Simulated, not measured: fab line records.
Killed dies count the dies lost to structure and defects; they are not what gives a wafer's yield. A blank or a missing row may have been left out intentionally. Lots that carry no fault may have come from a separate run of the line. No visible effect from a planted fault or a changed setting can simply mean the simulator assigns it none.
fab line records	flow nand_harc
record: lots: 12	wafers: 36	last_day: 33
route steps=1302 shown P_M1@310 P_M2@330 END@1302
lots that met no fault: from a run of the same line without faults
start_h: hours from the record's first day to the start of the lot's first wafer shown	wait_h: hours since the lot's step before	" same as the row above	L1.1+2: a row that stands for several wafers	- no value present, or no start provided	* or withheld: withheld	< > ~ a bound
route shown NAME@n: a module of which the file shows steps, and the number in the route of the first	usual: mean/standard deviation of fault-free wafers	same: alike in all rows	chamber/n: place in a boat	sites: the reading at each site	_std_site: standard deviation across them	_edge_site: the outer-site mean with the inner-site mean subtracted	radius_mm: how far each site lies from the wafer's centre	mask NAME#n: copy n	behind: the last tool/chamber to shape the wafer	hold: reason for holding the lot/hours on hold/outcome of the hold	device: transistor that didn't switch, given as n, p or np	end of line: the tests these same wafers got at the end of their route	where a step has no rows: the recipe by itself	killed: the dies lost at the first sort to structure and to defects; this is not the yield of the wafer	map: dies across one wafer; x = killed, . = not, _ = none there
set.NAME: the setting that was run; set.NAME@STEP: the one run at that earlier step	model.NAME: the simulator's own value behind a step, which no gauge read
route steps across a sampled set of lots; one table per step, one row per wafer
services: from which hour (start_h, from the record's first day; less than 0 if before it) a tool's chamber was out of use, for how many hours, and why
== steps ==
step: NHARC_P_M1_ANNEAL_31
recipe: temp_c: 225	time_s: 90
usual: anneal_temp_c: 224.92/0.17	wafer_temp_C_max: 226.05/0.24
lot.wafer	tool	chamber	start_h	wait_h	anneal_temp_c	wafer_temp_C_max
L930.1	rtp_anneal-02	0	134.02	-	224.92	226.09
L930.4	"	0	"	"	225.14	226.17
L930.5	"	0	"	"	224.79	226.03
L932.4	rtp_anneal-02	0	155.76	-	225.06	225.65
L932.5	"	0	"	"	224.76	225.82
L932.6	"	0	"	"	224.71	225.99
L933.1	rtp_anneal-01	0	167.22	-	225.03	225.93
L933.3	"	0	"	"	224.93	225.68
L933.6	"	0	"	"	224.99	225.85
L935.1	rtp_anneal-01	0	186.57	0.3	225.02	226.19
L935.2	"	0	"	"	225.19	226.11
L935.3	"	0	"	"	225.12	225.73
L937.2	rtp_anneal-02	0	208.38	-	224.89	225.65
L937.5	"	0	"	"	224.65	226.40
L937.6	"	0	"	"	224.71	226.03
L939.3	rtp_anneal-01	0	239.23	0.3	224.89	226.00
L939.4	"	0	"	"	224.89	225.97
L939.5	"	0	"	"	224.79	226.27
L942.2	rtp_anneal-02	0	271.56	-	224.91	225.85
L942.3	"	0	"	"	224.70	226.21
L942.5	"	0	"	"	224.91	225.87
L944.2	rtp_anneal-01	0	275.62	0.4	225.01	226.25
L944.4	"	0	"	"	224.94	225.86
L944.5	"	0	"	"	225.04	226.78
L946.2	rtp_anneal-02	0	293.13	-	224.57	226.07
L946.4	"	0	"	"	224.92	225.92
L946.5	"	0	"	"	224.63	226.00
L950.2	rtp_anneal-02	0	340.71	0.3	224.64	225.89
L950.4	"	0	"	"	224.69	226.00
L950.5	"	0	"	"	224.62	226.09
L951.1	rtp_anneal-02	0	346.47	-	225.06	226.27
L951.3	"	0	"	"	224.84	226.13
L951.4	"	0	"	"	224.67	226.18
L952.2	rtp_anneal-01	0	354.22	-	224.77	226.18
L952.4	"	0	"	"	224.95	226.42
L952.6	"	0	"	"	224.90	226.21
step: NHARC_P_M2_INSPECT_11
usual: raw_defect_count: 5/3.2
lot.wafer	tool	chamber	start_h	wait_h	raw_defect_count
L930.1	defect_inspect-01	-	136.22	0.0	1
L930.4	"	-	"	"	6
L930.5	"	-	"	"	7
L932.4	defect_inspect-02	-	157.95	0.0	1
L932.5	"	-	"	"	3
L932.6	"	-	"	"	3
L933.1	defect_inspect-02	-	169.56	0.0	4
L933.3	"	-	"	"	2
L933.6	"	-	"	"	4
L935.1	defect_inspect-01	-	188.91	0.0	3
L935.2	"	-	"	"	5
L935.3	"	-	"	"	6
L937.2	defect_inspect-01	-	210.71	0.0	10
L937.5	"	-	"	"	3
L937.6	"	-	"	"	8
L939.3	defect_inspect-01	-	241.45	0.0	3
L939.4	"	-	"	"	2
L939.5	"	-	"	"	5
L942.2	defect_inspect-02	-	273.86	0.0	7
L942.3	"	-	"	"	5
L942.5	"	-	"	"	7
L944.2	defect_inspect-02	-	277.75	0.0	3
L944.4	"	-	"	"	7
L944.5	"	-	"	"	3
L946.2	defect_inspect-01	-	295.32	0.0	3
L946.4	"	-	"	"	1
L946.5	"	-	"	"	2
L950.2	defect_inspect-01	-	342.99	0.0	5
L950.4	"	-	"	"	7
L950.5	"	-	"	"	6
L951.1	defect_inspect-01	-	348.68	0.0	3
L951.3	"	-	"	"	2
L951.4	"	-	"	"	2
L952.2	defect_inspect-01	-	356.38	0.0	16
L952.4	"	-	"	"	5
L952.6	"	-	"	"	3
step: NHARC_P_M2_ETCH_35
recipe: target_depth_a: 400	overetch_a: 120	time_s: 43.94	ion_energy_ev: 200	n2_flow_sccm: 150	h2_flow_sccm: 150	ar_flow_sccm: 0	rf_w: 400	bias_w: 150	chemistry: N2/H2
usual: bias_w: 150.1/0.47	chamber_pressure_mTorr: 30.000/0.028	drypump_motor_current_A: 5.9/0.37	oes_product_au: 1.002/0.0087	rf_vpp_V: 431.5/3	showerhead_plenum_p_Torr: 2.08/0.11	throttle_valve_pct: 14.172/0.0085
lot.wafer	tool	chamber	start_h	wait_h	bias_w	chamber_pressure_mTorr	drypump_motor_current_A	oes_product_au	rf_hours_counter_h	rf_vpp_V	showerhead_plenum_p_Torr	throttle_valve_pct
L930.1	rie_diel-09	3	136.37	0.1	150.1	30.006	5.9	1.004	9.1	434.7	2.21	14.184
L930.4	"	0	"	"	150.6	30.026	6.1	0.987	9.1	429.0	1.99	14.166
L930.5	"	2	"	"	149.9	30.017	6.0	1.008	-	434.0	2.20	14.185
L932.4	rie_diel-10	2	158.11	0.1	150.3	29.933	4.8	0.990	5.4	434.6	2.17	14.174
L932.6	"	3	"	"	149.9	30.033	5.7	0.994	-	426.9	1.92	14.183
L932.5	"	0	"	"	150.0	29.994	5.8	0.994	-	426.8	1.90	14.177
L933.3	rie_diel-10	1	169.72	0.1	150.3	30.005	5.8	1.016	7.9	431.5	2.09	14.163
L933.1	"	2	"	"	150.1	30.013	4.8	1.002	7.1	434.4	2.17	14.169
L933.6	"	1	"	"	149.9	29.980	5.8	1.014	-	431.3	2.09	14.177
L935.2	rie_diel-07	1	189.06	0.1	149.9	30.047	6.0	1.003	3.6	435.6	2.20	14.176
L935.1	"	2	"	"	150.4	29.968	5.5	1.004	3.5	435.4	2.19	14.193
L935.3	"	0	"	"	149.9	29.981	6.1	0.999	4.2	430.1	2.06	14.177
L937.2	rie_diel-09	2	210.86	0.1	150.2	30.032	6.0	1.000	2.1	435.5	2.19	14.166
L937.6	"	2	"	"	149.8	29.959	6.0	0.999	-	434.4	2.19	14.173
L937.5	"	3	"	"	150.4	29.926	5.9	1.014	-	434.9	2.20	14.182
L939.4	rie_diel-07	2	241.59	0.1	150.5	30.001	5.5	1.012	5.7	433.9	2.19	14.169
L939.3	"	0	"	"	149.4	30.054	6.0	0.994	7.4	432.3	2.06	14.176
L939.5	"	2	"	"	150.6	30.027	5.5	1.021	-	434.2	2.19	14.178
L942.3	rie_diel-09	2	274.02	0.1	-	-	-	-	-	-	-	-
L942.2	"	3	"	"	-	-	-	-	-	-	-	-
L942.5	"	0	"	"	-	-	-	-	-	-	-	-
L944.2	rie_diel-07	0	277.90	0.1	-	-	-	-	-	-	-	-
L944.4	"	1	"	"	-	-	-	-	-	-	-	-
L944.5	"	1	"	"	-	-	-	-	-	-	-	-
L946.2	rie_diel-09	0	295.48	0.1	149.7	29.992	6.1	1.014	7.8	428.3	1.99	14.170
L946.4	"	1	"	"	149.2	29.981	6.3	1.004	7.2	431.2	2.07	14.174
L946.5	"	3	"	"	150.3	30.038	5.9	1.001	-	434.0	2.20	14.171
L950.2	rie_diel-09	1	343.14	0.1	150.3	30.012	6.3	1.002	0.9	431.9	2.07	14.171
L950.4	"	3	"	"	150.5	29.981	5.9	1.009	0.8	434.7	2.20	14.163
L950.5	"	1	"	"	149.3	29.970	6.3	0.998	-	432.4	2.07	14.162
L951.3	rie_diel-09	0	348.82	0.1	150.9	30.008	6.1	0.984	0.9	429.5	1.99	14.166
L951.4	"	2	"	"	149.7	29.993	6.1	0.992	1.0	433.8	2.19	14.157
L951.1	"	3	"	"	150.5	29.987	5.9	0.992	0.9	432.7	2.20	14.172
L952.4	rie_diel-09	3	356.52	0.1	150.0	30.032	5.9	0.999	1.4	433.9	2.20	14.169
L952.2	"	2	"	"	150.7	29.995	6.0	0.992	1.5	434.8	2.19	14.177
L952.6	"	3	"	"	149.5	29.997	5.9	0.999	-	433.8	2.20	14.173
step: NHARC_P_M2_STRIP_18
recipe: power_w: 1000	n2_flow_sccm: 150	h2_flow_sccm: 150	ar_flow_sccm: 0	bias_w: 0	chemistry: N2/H2
usual: drypump_motor_current_A: 5.9/0.36	oes_product_au: 1.001/0.0098	power_w: 999.9/2.9	rf_vpp_V: 90.8/0.94	showerhead_plenum_p_Torr: 2.07/0.11	throttle_valve_pct: 14.171/0.0096
lot.wafer	tool	chamber	start_h	wait_h	drypump_motor_current_A	oes_product_au	power_w	rf_hours_counter_h	rf_vpp_V	showerhead_plenum_p_Torr	throttle_valve_pct
L930.4	rie_diel-07	0	136.71	0.1	6.0	1.003	999.1	0.8	90.4	2.06	14.158
L930.1	"	1	"	"	5.9	1.002	1002.9	0.9	90.6	2.20	14.163
L930.5	"	2	"	"	5.5	1.012	998.9	-	92.3	2.19	14.160
L932.4	rie_diel-09	3	158.45	0.1	5.9	1.003	1004.6	0.3	92.3	2.21	14.176
L932.5	"	1	"	"	6.3	1.000	1002.0	-	91.2	2.07	14.166
L932.6	"	2	"	"	6.1	1.001	1001.5	-	89.7	2.20	14.156
L933.3	rie_diel-07	3	170.00	0.1	6.2	1.004	1001.7	3.2	90.5	1.95	14.168
L933.1	"	1	"	"	5.9	1.006	993.8	3.4	91.7	2.20	14.168
L933.6	"	3	"	"	6.2	1.014	1000.5	-	91.2	1.95	14.187
L935.2	rie_diel-09	1	189.35	0.1	6.3	1.011	998.6	1.6	90.6	2.07	14.165
L935.3	"	2	"	"	6.1	1.004	999.6	1.4	91.4	2.20	14.173
L935.1	"	3	"	"	5.9	1.020	1005.9	1.7	92.4	2.20	14.164
L937.2	rie_diel-07	1	211.18	0.1	5.9	0.995	1000.2	5.2	92.2	2.20	14.166
L937.6	"	0	"	"	6.1	0.995	1001.3	-	91.0	2.06	14.175
L937.5	"	1	"	"	5.9	0.994	999.3	-	91.9	2.20	14.174
L939.4	rie_diel-09	1	241.91	0.1	6.3	1.004	999.4	3.2	89.7	2.07	14.196
L939.3	"	2	"	"	6.0	0.998	1002.8	3.9	91.6	2.19	14.184
L939.5	"	1	"	"	6.3	1.015	997.0	-	91.0	2.07	14.167
L942.2	rie_diel-10	3	274.30	0.1	5.7	0.995	995.1	1.0	89.8	1.92	14.185
L942.3	"	2	"	"	4.8	0.981	1001.7	1.0	90.4	2.17	14.167
L942.5	"	3	"	"	5.7	1.006	1002.1	-	90.5	1.92	14.185
L944.4	rie_diel-09	3	278.19	0.1	5.9	0.996	998.3	7.1	90.8	2.20	14.170
L944.2	"	1	"	"	6.3	1.000	1000.8	6.5	91.0	2.07	14.167
L944.5	"	0	"	"	6.1	1.002	999.2	-	91.2	1.99	14.167
L946.2	rie_diel-10	0	295.78	0.1	5.9	0.997	999.7	2.4	89.8	1.90	14.161
L946.4	"	1	"	"	5.9	1.011	1003.6	2.3	91.0	2.09	14.159
L946.5	"	0	"	"	5.9	0.987	993.7	-	89.2	1.90	14.168
L950.4	rie_diel-10	0	343.46	0.1	5.9	1.010	999.4	5.3	91.0	1.90	14.161
L950.2	"	1	"	"	5.8	1.012	999.9	6.1	89.9	2.08	14.179
L950.5	"	3	"	"	5.7	1.007	1000.1	-	90.5	1.92	14.176
L951.4	rie_diel-07	1	349.12	0.1	5.9	0.997	1005.3	3.0	91.4	2.20	14.158
L951.3	"	3	"	"	6.2	1.008	1002.7	3.0	90.8	1.95	14.186
L951.1	"	0	"	"	6.0	1.005	999.6	3.2	92.0	2.06	14.179
L952.4	rie_diel-10	1	356.84	0.1	5.8	1.015	1004.6	6.2	90.0	2.08	14.167
L952.2	"	3	"	"	5.7	1.013	1001.1	5.0	91.8	1.92	14.164
L952.6	"	0	"	"	5.9	1.010	1001.9	-	89.2	1.90	14.169
step: NHARC_END_SORT_01
recipe: temp_c: 25
usual: defect_limited_yield: 90.1/2.6	killed_at_array: 63/17	killed_at_other: 0.8/1.1	killed_at_periphery: 3.5/3	killed_dies: 67/17	killed_open: 3.1/1.6	killed_short: 2.6/1.4
same: gross_dies: 677
lot.wafer	tool	chamber	start_h	wait_h	defect_limited_yield[%]	killed_at_array	killed_at_other	killed_at_periphery	killed_dies	killed_open	killed_short
L930.1	prober-02	0	572.85	2.5	88.9	74	0	1	75	1	3
L930.4	prober-02	0	575.25	3.4	89.5	68	0	3	71	3	2
L930.5	prober-02	0	576.05	3.7	88.9	69	0	6	75	1	4
L932.4	prober-01	0	582.95	3.4	87.3	85	0	1	86	2	0
L932.5	prober-01	0	583.74	3.7	88.6	74	0	3	77	3	2
L932.6	prober-01	0	584.54	4.0	89.4	69	0	3	72	2	4
L933.1	prober-02	0	593.56	2.5	84.0	106	1	1	108	3	2
L933.3	prober-02	0	595.17	3.1	86.3	90	0	3	93	5	3
L933.6	prober-02	0	597.59	4.0	86.3	90	0	3	93	4	3
L935.1	prober-02	0	613.84	2.5	93.5	39	0	5	44	2	4
L935.2	prober-02	0	614.64	2.8	91.3	56	0	3	59	3	2
L935.3	prober-02	0	615.45	3.1	92.8	46	0	3	49	3	3
L937.2	prober-02	0	651.21	2.8	86.9	81	1	7	89	3	3
L937.5	prober-02	0	653.63	3.7	86.7	87	1	2	90	1	1
L937.6	prober-02	0	654.43	4.0	87.9	78	0	4	82	3	1
L939.3	prober-01	0	673.05	3.1	94.1	40	0	0	40	3	2
L939.4	prober-01	0	673.84	3.4	95.3	30	1	1	32	3	2
L939.5	prober-01	0	674.64	3.7	92.6	46	2	2	50	2	1
L942.2	prober-01	0	706.80	2.8	0	80	3	594	677	2	4
L942.3	prober-01	0	707.58	3.1	0	73	1	603	677	2	2
L942.5	prober-01	0	709.16	3.7	0	77	0	600	677	2	3
L944.2	prober-02	0	716.33	2.8	0	61	2	614	677	5	2
L944.4	prober-02	0	717.92	3.4	0	51	2	624	677	1	3
L944.5	prober-02	0	718.71	3.7	0	51	1	625	677	2	3
L946.2	prober-01	0	732.87	2.8	92.2	46	0	7	53	2	4
L946.4	prober-01	0	734.46	3.4	91.9	52	1	2	55	3	3
L946.5	prober-01	0	735.25	3.7	90.0	65	2	1	68	3	6
L951.1	prober-01	0	771.05	2.5	91.0	59	2	0	61	4	5
L951.3	prober-01	0	772.66	3.1	91.7	53	1	2	56	2	0
L951.4	prober-01	0	773.47	3.4	92.2	44	5	4	53	4	2
L950.2	prober-01	0	779.66	2.8	90.7	61	0	2	63	0	2
L950.4	prober-01	0	781.26	3.4	91.6	56	0	1	57	3	5
L950.5	prober-01	0	782.06	3.7	89.1	68	0	6	74	5	3
L952.2	prober-01	0	796.93	2.8	91.0	47	2	12	61	4	1
L952.4	prober-01	0	798.51	3.4	90.8	60	0	2	62	3	2
L952.6	prober-01	0	800.10	4.0	90.4	61	2	2	65	5	0
killed by level:class
L930.1 A_CHANNEL_HOLE_D1:chamber_film_flake=32 A_SLIT:chamber_film_flake=25 A_CHANNEL_HOLE_D2:chamber_film_flake=5 A_STAIRCASE:chamber_film_flake=3 A_M1:chamber_film_flake=3 A_DECK1_JOINT:chamber_film_flake=2 P_GATE:geometric_particle:short=1 A_SLIT:geometric_particle:short=1
L930.4 A_CHANNEL_HOLE_D1:chamber_film_flake=26 A_SLIT:chamber_film_flake=24 A_CHANNEL_HOLE_D2:chamber_film_flake=6 A_CONTACT:chamber_film_flake=4 A_M1:chamber_film_flake=3 A_STAIRCASE:chamber_film_flake=2 P_M0:geometric_particle:open=1 P_M2:geometric_particle:open=1
L930.5 A_CHANNEL_HOLE_D1:chamber_film_flake=26 A_SLIT:chamber_film_flake=20 A_CHANNEL_HOLE_D2:chamber_film_flake=8 A_STAIRCASE:chamber_film_flake=5 P_M0:chamber_film_flake=3 A_BLC:chamber_film_flake=3 A_ONON_D2:geometric_particle:short=2 A_M1:chamber_film_flake=2
L932.4 A_CHANNEL_HOLE_D2:chamber_film_flake=33 A_SLIT:chamber_film_flake=28 A_STAIRCASE:chamber_film_flake=6 A_CONTACT:unspecified=5 A_CHANNEL_HOLE_D1:chamber_film_flake=4 A_CONTACT:chamber_film_flake=3 A_M1:chamber_film_flake=2 A_SOURCE_PLATE:geometric_particle:open=1
L932.5 A_CHANNEL_HOLE_D2:chamber_film_flake=33 A_SLIT:chamber_film_flake=20 A_STAIRCASE:chamber_film_flake=6 A_CONTACT:unspecified=4 A_CONTACT:chamber_film_flake=3 A_CHANNEL_HOLE_D1:chamber_film_flake=2 A_M1:chamber_film_flake=2 P_CONTACT:geometric_particle:open=1
L932.6 A_CHANNEL_HOLE_D2:chamber_film_flake=32 A_SLIT:chamber_film_flake=21 A_STAIRCASE:chamber_film_flake=5 A_ONON_D1:geometric_particle:short=2 A_WL_FILL:chamber_film_flake=2 P_GATE:geometric_particle:open=1 A_CHANNEL_FILL_D1:geometric_particle:short=1 A_CHANNEL_FILL_D1:geometric_particle:open=1
L933.1 A_CHANNEL_HOLE_D1:chamber_film_flake=37 A_CHANNEL_HOLE_D2:chamber_film_flake=34 A_SLIT:chamber_film_flake=27 A_CHANNEL_FILL_D1:geometric_particle:short=2 A_ONON_D1:geometric_particle:open=1 A_WL_FILL:geometric_particle:open=1 A_M0:geometric_particle:open=1 P_GATE:chamber_film_flake=1
L933.3 A_SLIT:chamber_film_flake=31 A_CHANNEL_HOLE_D1:chamber_film_flake=27 A_CHANNEL_HOLE_D2:chamber_film_flake=19 A_CONTACT:chamber_film_flake=6 P_STI:geometric_particle:short=1 P_CONTACT:geometric_particle:open=1 A_ONON_D1:geometric_particle:open=1 A_CHANNEL_FILL_D1:geometric_particle:short=1
L933.6 A_CHANNEL_HOLE_D1:chamber_film_flake=32 A_CHANNEL_HOLE_D2:chamber_film_flake=32 A_SLIT:chamber_film_flake=13 A_CONTACT:chamber_film_flake=5 P_GATE:geometric_particle:open=1 P_M0:geometric_particle:open=1 A_ONON_D1:geometric_particle:open=1 A_CHANNEL_FILL_D2:geometric_particle:open=1
L935.1 A_CHANNEL_HOLE_D2:chamber_film_flake=26 A_CHANNEL_HOLE_D1:chamber_film_flake=4 A_CONTACT:chamber_film_flake=2 P_GATE:geometric_particle:open=1 P_CONTACT:geometric_particle:open=1 P_M0:geometric_particle:short=1 A_CHANNEL_FILL_D1:geometric_particle:short=1 A_CHANNEL_HOLE_D2:geometric_particle:short=1
L935.2 A_CHANNEL_HOLE_D2:chamber_film_flake=34 A_CONTACT:chamber_film_flake=7 A_CHANNEL_HOLE_D1:chamber_film_flake=6 A_DECK1_JOINT:geometric_particle:short=2 A_DECK1_JOINT:chamber_film_flake=2 P_GATE:geometric_particle:open=1 A_CHANNEL_HOLE_D2:geometric_particle:open=1 A_CHANNEL_FILL_D2:geometric_particle:open=1
L935.3 A_CHANNEL_HOLE_D2:chamber_film_flake=26 A_CHANNEL_HOLE_D1:chamber_film_flake=6 A_CONTACT:chamber_film_flake=4 A_DECK1_JOINT:chamber_film_flake=2 P_M0:geometric_particle:short=1 A_ONON_D2:geometric_particle:open=1 A_STAIRCASE:geometric_particle:short=1 A_WL_FILL:geometric_particle:short=1
L937.2 A_SLIT:chamber_film_flake=33 A_CHANNEL_HOLE_D1:chamber_film_flake=30 A_CHANNEL_HOLE_D2:chamber_film_flake=11 P_M0:chamber_film_flake=7 A_ONON_D2:geometric_particle:open=2 A_SOURCE_PLATE:geometric_particle:open=1 A_DECK1_JOINT:geometric_particle:short=1 A_ONON_D2:geometric_particle:short=1
L937.5 A_SLIT:chamber_film_flake=36 A_CHANNEL_HOLE_D1:chamber_film_flake=32 A_CHANNEL_HOLE_D2:chamber_film_flake=10 P_M0:chamber_film_flake=2 A_CHANNEL_FILL_D2:chamber_film_flake=2 A_SGD_CUT:chamber_film_flake=2 A_WL_FILL:geometric_particle:short=1 A_M0:geometric_particle:open=1
L937.6 A_CHANNEL_HOLE_D1:chamber_film_flake=32 A_SLIT:chamber_film_flake=25 A_CHANNEL_HOLE_D2:chamber_film_flake=13 A_CONTACT:chamber_film_flake=3 P_M0:chamber_film_flake=2 A_SGD_CUT:chamber_film_flake=2 P_M0:geometric_particle:open=1 A_CHANNEL_FILL_D1:geometric_particle:open=1
L939.3 A_CHANNEL_HOLE_D2:chamber_film_flake=17 A_CHANNEL_HOLE_D1:chamber_film_flake=6 A_STAIRCASE:chamber_film_flake=5 A_SLIT:chamber_film_flake=3 A_CONTACT:chamber_film_flake=2 A_CHANNEL_FILL_D1:geometric_particle:short=1 A_ONON_D2:geometric_particle:open=1 A_ONON_D2:geometric_particle:short=1
L939.4 A_CHANNEL_HOLE_D2:chamber_film_flake=17 A_CHANNEL_HOLE_D1:chamber_film_flake=2 A_STAIRCASE:chamber_film_flake=2 A_SLIT:chamber_film_flake=2 P_CONTACT:geometric_particle:open=1 A_SOURCE_PLATE:geometric_particle:open=1 A_CHANNEL_FILL_D1:geometric_particle:short=1 A_CHANNEL_FILL_D2:geometric_particle:short=1
L939.5 A_CHANNEL_HOLE_D2:chamber_film_flake=22 A_CHANNEL_FILL_D2:chamber_film_flake=5 A_CHANNEL_HOLE_D1:chamber_film_flake=4 A_SLIT:chamber_film_flake=4 A_CONTACT:chamber_film_flake=3 A_ZERO_WELL:chamber_film_flake=2 A_CHANNEL_FILL_D1:chamber_film_flake=2 THIN_TSV:chamber_film_flake=2
L942.2 P_M2:area_etch=588 A_SLIT:chamber_film_flake=39 A_CHANNEL_HOLE_D1:chamber_film_flake=27 A_CONTACT:chamber_film_flake=5 P_STI:chamber_film_flake=2 P_BONDPAD:chamber_film_flake=2 A_WL_FILL:chamber_film_flake=2 THIN_TSV:chamber_film_flake=2
L942.3 P_M2:area_etch=597 A_SLIT:chamber_film_flake=32 A_CHANNEL_HOLE_D1:chamber_film_flake=24 A_DECK1_JOINT:chamber_film_flake=3 A_WL_FILL:chamber_film_flake=3 P_STI:chamber_film_flake=2 A_STAIRCASE:chamber_film_flake=2 A_CONTACT:chamber_film_flake=2
L942.5 P_M2:area_etch=593 A_SLIT:chamber_film_flake=37 A_CHANNEL_HOLE_D1:chamber_film_flake=28 P_STI:chamber_film_flake=3 A_CONTACT:chamber_film_flake=2 P_GATE:chamber_film_flake=2 A_CHANNEL_FILL_D1:chamber_film_flake=2 A_DECK1_JOINT:chamber_film_flake=2
L944.2 P_M2:area_etch=612 A_CHANNEL_HOLE_D2:chamber_film_flake=19 A_CONTACT:chamber_film_flake=15 A_CHANNEL_HOLE_D1:chamber_film_flake=10 A_SLIT:chamber_film_flake=8 A_ZERO_WELL:chamber_film_flake=2 THIN_TSV:chamber_film_flake=2 P_CONTACT:geometric_particle:short=1
L944.4 P_M2:area_etch=617 A_CHANNEL_HOLE_D2:chamber_film_flake=21 A_CHANNEL_HOLE_D1:chamber_film_flake=11 A_SLIT:chamber_film_flake=5 A_CONTACT:chamber_film_flake=5 P_ZERO_WELL:chamber_film_flake=3 A_STAIRCASE:chamber_film_flake=2 THIN_TSV:chamber_film_flake=2
L944.5 P_M2:area_etch=622 A_CONTACT:chamber_film_flake=15 A_CHANNEL_HOLE_D2:chamber_film_flake=14 A_CHANNEL_HOLE_D1:chamber_film_flake=11 A_STAIRCASE:chamber_film_flake=4 A_SLIT:chamber_film_flake=3 P_BONDPAD:chamber_film_flake=2 P_CONTACT:geometric_particle:open=1
L946.2 A_CHANNEL_HOLE_D1:chamber_film_flake=27 A_CONTACT:chamber_film_flake=7 A_STAIRCASE:chamber_film_flake=6 A_DECK1_JOINT:chamber_film_flake=3 P_M0:geometric_particle:short=2 P_GATE:geometric_particle:short=1 P_CONTACT:geometric_particle:open=1 A_ONON_D1:geometric_particle:short=1
L946.4 A_CHANNEL_HOLE_D1:chamber_film_flake=34 A_CONTACT:chamber_film_flake=6 A_STAIRCASE:chamber_film_flake=5 A_SLIT:chamber_film_flake=2 P_GATE:geometric_particle:short=1 P_M1:geometric_particle:open=1 A_ONON_D1:geometric_particle:open=1 A_ONON_D1:geometric_particle:short=1
L946.5 A_CHANNEL_HOLE_D1:chamber_film_flake=35 A_STAIRCASE:chamber_film_flake=9 A_CONTACT:chamber_film_flake=7 A_SLIT:chamber_film_flake=3 A_ONON_D1:geometric_particle:short=2 A_DECK1_JOINT:chamber_film_flake=2 THIN_TSV:chamber_film_flake=2 P_M0:geometric_particle:short=1
L951.1 A_CHANNEL_HOLE_D2:chamber_film_flake=22 A_CHANNEL_HOLE_D1:chamber_film_flake=15 A_CONTACT:chamber_film_flake=6 A_SLIT:chamber_film_flake=4 A_CHANNEL_HOLE_D1:geometric_particle:open=2 A_SOURCE_PLATE:geometric_particle:short=1 A_ONON_D1:geometric_particle:short=1 A_ONON_D2:geometric_particle:open=1
L951.3 A_CHANNEL_HOLE_D2:chamber_film_flake=22 A_CHANNEL_HOLE_D1:chamber_film_flake=13 A_SLIT:chamber_film_flake=9 A_CONTACT:chamber_film_flake=8 P_CONTACT:geometric_particle:open=1 P_M1:geometric_particle:open=1 A_DECK1_JOINT:chamber_film_flake=1 THIN_TSV:chamber_film_flake=1
L951.4 A_CHANNEL_HOLE_D2:chamber_film_flake=25 A_CHANNEL_HOLE_D1:chamber_film_flake=12 THIN_TSV:chamber_film_flake=5 A_CONTACT:chamber_film_flake=2 P_GATE:geometric_particle:short=1 P_CONTACT:geometric_particle:open=1 P_M0:geometric_particle:short=1 A_DECK1_JOINT:geometric_particle:open=1
L950.2 A_SLIT:chamber_film_flake=37 A_CHANNEL_HOLE_D1:chamber_film_flake=14 A_CHANNEL_HOLE_D2:chamber_film_flake=3 A_ZERO_WELL:chamber_film_flake=2 A_CONTACT:chamber_film_flake=2 A_CHANNEL_FILL_D1:geometric_particle:short=1 A_BLC:geometric_particle:short=1 P_GATE:chamber_film_flake=1
L950.4 A_SLIT:chamber_film_flake=31 A_CHANNEL_HOLE_D1:chamber_film_flake=14 A_WL_FILL:geometric_particle:open=3 A_WL_FILL:geometric_particle:short=2 A_CHANNEL_FILL_D1:geometric_particle:short=1 A_DECK1_JOINT:geometric_particle:short=1 A_CHANNEL_HOLE_D2:geometric_particle:short=1 P_GATE:chamber_film_flake=1
L950.5 A_SLIT:chamber_film_flake=39 A_CHANNEL_HOLE_D1:chamber_film_flake=16 P_GATE:chamber_film_flake=4 A_CHANNEL_FILL_D2:geometric_particle:open=3 A_DECK1_JOINT:chamber_film_flake=2 A_CONTACT:chamber_film_flake=2 P_M0:geometric_particle:open=1 A_ONON_D2:geometric_particle:short=1
L952.2 A_CHANNEL_HOLE_D2:chamber_film_flake=31 A_SLIT:chamber_film_flake=9 P_M1:chamber_film_flake=7 A_M1:chamber_film_flake=4 P_CONTACT:geometric_particle:open=2 P_STI:chamber_film_flake=2 A_CONTACT:chamber_film_flake=2 P_M2:geometric_particle:open=1
L952.4 A_CHANNEL_HOLE_D2:chamber_film_flake=36 A_SLIT:chamber_film_flake=11 A_CONTACT:chamber_film_flake=5 A_M1:chamber_film_flake=2 A_ONON_D1:geometric_particle:open=1 A_CHANNEL_FILL_D1:geometric_particle:short=1 A_SGD_CUT:geometric_particle:open=1 A_BLC:geometric_particle:open=1
L952.6 A_CHANNEL_HOLE_D2:chamber_film_flake=34 A_SLIT:chamber_film_flake=9 A_CONTACT:chamber_film_flake=9 A_ONON_D1:geometric_particle:open=3 A_M1:chamber_film_flake=2 THIN_TSV:chamber_film_flake=2 P_GATE:geometric_particle:open=1 A_WL_FILL:geometric_particle:open=1
== services ==
tool	chamber	start_h	hours	kind
rie_diel-10	1	110.75	2.0	repair
rie_diel-07	-	117.20	9.0	pm
rie_diel-09	0	121.60	-	clean
rie_diel-09	1	121.60	-	clean
rie_diel-09	2	121.60	-	clean
rie_diel-09	3	121.60	-	clean
rie_diel-09	2	123.72	3.3	repair
rie_diel-09	-	143.10	9.0	pm
rie_diel-09	0	143.10	9.0	vent_cycle
rie_diel-09	1	143.10	9.0	vent_cycle
rie_diel-09	2	143.10	9.0	vent_cycle
rie_diel-09	3	143.10	9.0	vent_cycle
rie_diel-09	0	152.10	-	clean
rie_diel-09	1	152.10	-	clean
rie_diel-09	2	152.10	-	clean
rie_diel-07	3	175.88	7.3	repair
rie_diel-07	1	177.03	2.2	repair
rie_diel-09	1	215.03	11.2	repair
rie_diel-10	-	242.50	9.0	pm
rie_diel-07	-	294.20	9.0	pm
rie_diel-09	-	320.10	9.0	pm
rie_diel-10	1	321.12	6.6	repair
rie_diel-07	3	334.62	1.2	repair
rie_diel-09	1	356.85	6.0	repair
== key ==
first_sign: step: NHARC_P_M2_ETCH_35	reading: tool_record	direction: missing
effect: step: NHARC_END_SORT_01	reading: killed_at_periphery	direction: up	sigmas: 99+	usual: 3.5	struck: 610
more_kills_born_at: NHARC_P_M2_ETCH_35@rie_diel-07: 1851	NHARC_P_M2_ETCH_35@rie_diel-09: 1778
met_at NHARC_P_M2_ETCH_35
struck_lots L942,L944
later_rows_left_out L942.2,L942.3,L942.5,L944.2,L944.4,L944.5
not_acting_at NHARC_P_M1_ANNEAL_31,NHARC_P_M2_INSPECT_11,NHARC_P_M2_STRIP_18
onset_between 241.59 274.02
fault: kind: skipped_step_whole	tool: rie_diel-07,rie_diel-09	chamber: -	onset_h: 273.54	steps: NHARC_P_M2_ETCH_35	scope: struck_lots_only
later_rows_left_out: the simulator's readings of these wafers behind a module that went badly wrong aren't trusted and aren't shown, but for the sort
